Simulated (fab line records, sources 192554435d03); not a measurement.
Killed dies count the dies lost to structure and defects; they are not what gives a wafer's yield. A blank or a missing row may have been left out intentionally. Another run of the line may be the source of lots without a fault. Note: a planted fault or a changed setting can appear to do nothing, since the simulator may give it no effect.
Matching of chambers	flow n5Finfet	3 sister chambers for N5_BEOL_M3_ILD_DEP_00 on pecvd-03
The step deposits SiOC from DEMS/O2, target thk 79 nm, time 15.3 s. 15 wafers are shown with their chamber, then 7 later ones without.

WAFERS PAIRED WITH THEIR CHAMBERS
wafer	chamber	throttleValvePct (%)	heaterPowerW (W)	showerheadPlenumPTorr (Torr)
L932.1	0	11.5	554	5.703
L932.2	1	12.5	507	5.698
L932.3	2	12.4	471	5.702
L940.1	1	12.9	580	5.703
L940.4	0	11.8	555	5.715
L940.5	0	11.5	550	5.699
L942.1	1	12.7	572	5.714
L942.4	1	13.0	576	5.708
L942.5	0	11.6	555	5.698
L943.1	0	11.5	565	5.698
L943.4	1	12.9	505	5.704
L943.6	0	11.8	574	5.713
L944.1	0	11.7	505	5.711
L944.4	0	11.7	508	5.706
L944.5	1	12.8	503	5.710

SIGNATURES, as means of the wafers listed above
reading	chamber 0	chamber 1	chamber 2	scatter within a chamber
throttleValvePct	11.637	12.800	12.400	0.152
heaterPowerW	545.75	540.50	471.00	31.8
showerheadPlenumPTorr	5.70538	5.70617	5.70200	0.00645
Rule: a wafer's distance from a chamber is the root of the sum, over the readings, of the square of ((its reading less the chamber's mean) divided by the reading's scatter). The wafer belongs to the nearest chamber; if the next one is less than 2 further off, it can't be placed. The scatter is the square root of a quotient: the sum, over the shown wafers, of each reading's squared deviation from its chamber's mean, divided by wafers minus chambers.

WAFERS WITHOUT THEIR CHAMBER
wafer	throttleValvePct (%)	heaterPowerW (W)	showerheadPlenumPTorr (Torr)
L945.3	11.6	521	5.714
L945.4	11.7	517	5.702
L945.6	12.4	563	5.717
L950.1	11.7	524	5.710
L950.2	13.0	489	5.716
L952.1	13.0	592	5.716
L952.4	11.1	466	5.707

EACH ONE'S CHAMBER
wafer	from the rows above	in truth
L945.3	0	0
L945.4	0	0
L945.6	can't be placed: 1 or 2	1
L950.1	0	0
L950.2	can't be placed: 1 or 2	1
L952.1	1	1
L952.4	0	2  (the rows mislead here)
Correct placement for 4 of the 7. Not placeable from these rows: 2 (in 2, the candidates include the true chamber). Wrongly placed: 1.
